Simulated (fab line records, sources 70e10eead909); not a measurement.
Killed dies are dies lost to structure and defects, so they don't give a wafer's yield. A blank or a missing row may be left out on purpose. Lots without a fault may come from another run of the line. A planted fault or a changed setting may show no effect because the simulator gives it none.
Which tool did it? | flow nand_harc | 7 lots, 21 wafers sampled, at 4 steps of a route of 1159

WHAT THE GAUGES READ, wafer by wafer
NHARC_P_STI_OCD_MEAS_43.
lot  | measured    | on     | trench_depth_nm (nm)
L775 | day 3 00:17 | ocd-01 | 302 308 306
L777 | day 3 11:56 | ocd-01 | 294 307 295
L779 | day 4 05:22 | ocd-01 | 309 302 300
L783 | day 5 01:51 | ocd-02 | 303 308 300
L785 | day 5 14:12 | ocd-02 | 297 298 307

WHICH TOOL RAN EACH LOT (tool, then ch and the chambers of the sampled wafers, then the start)
lot  | NHARC_P_ZERO_WELL_EXPOSE_08      | NHARC_P_ZERO_WELL_DESCUM_13       | NHARC_P_STI_DESCUM_14
L775 | krf_scanner-02 ch 0, day 2 01:12 | rie_diel-06 ch 2,3, day 2 01:31   | rie_diel-10 ch 2,3, day 2 23:16
L777 | krf_scanner-01 ch 0, day 2 13:06 | rie_diel-06 ch 0,2,3, day 2 13:25 | rie_diel-10 ch 1,2,3, day 3 10:51
L779 | krf_scanner-04 ch 0, day 3 01:05 | rie_diel-06 ch 1,3, day 3 01:24   | rie_diel-04 ch 1,2,3, day 4 04:20
L783 | krf_scanner-02 ch 0, day 4 01:08 | rie_diel-12 ch 2,3, day 4 01:27   | rie_diel-04 ch 0,2,3, day 5 00:50
L785 | krf_scanner-04 ch 0, day 4 13:06 | rie_diel-12 ch 2,3, day 4 13:25   | rie_diel-11 ch 0,1,3, day 5 13:11
L790 | krf_scanner-04, day 5 19:25      | rie_diel-12 ch 0,1,2, day 5 19:44 | -
L792 | krf_scanner-01, day 6 06:58      | rie_diel-12 ch 1,2,3, day 6 07:17 | -
- NHARC_P_ZERO_WELL_EXPOSE_08: exposes mask P ZERO, target cd 500 nm.
- NHARC_P_ZERO_WELL_DESCUM_13: chemistry O2, time 3 s.
- NHARC_P_STI_DESCUM_14: chemistry O2, time 3 s.

THE ANSWER, worked out from the rows above alone
Rule: what is usual is taken from the lots themselves. Put in order of their means at a reading, lots are off if they are a third of the lots or fewer, leave a main group of 4 or more, and stand apart from it by a gap of 3 or more times the standard deviation of the main group's means; of several such gaps the widest counts. A main group whose means are all the same, to the digits that the tables above print for the reading, isn't used. A lot without any number at a reading at which 4 lots or more have one is off too. The other lots that the step has rows for count as sound.
No lot is off at any reading shown: from this, nothing can be told.

WHAT THE SIMULATOR HAD PUT IN
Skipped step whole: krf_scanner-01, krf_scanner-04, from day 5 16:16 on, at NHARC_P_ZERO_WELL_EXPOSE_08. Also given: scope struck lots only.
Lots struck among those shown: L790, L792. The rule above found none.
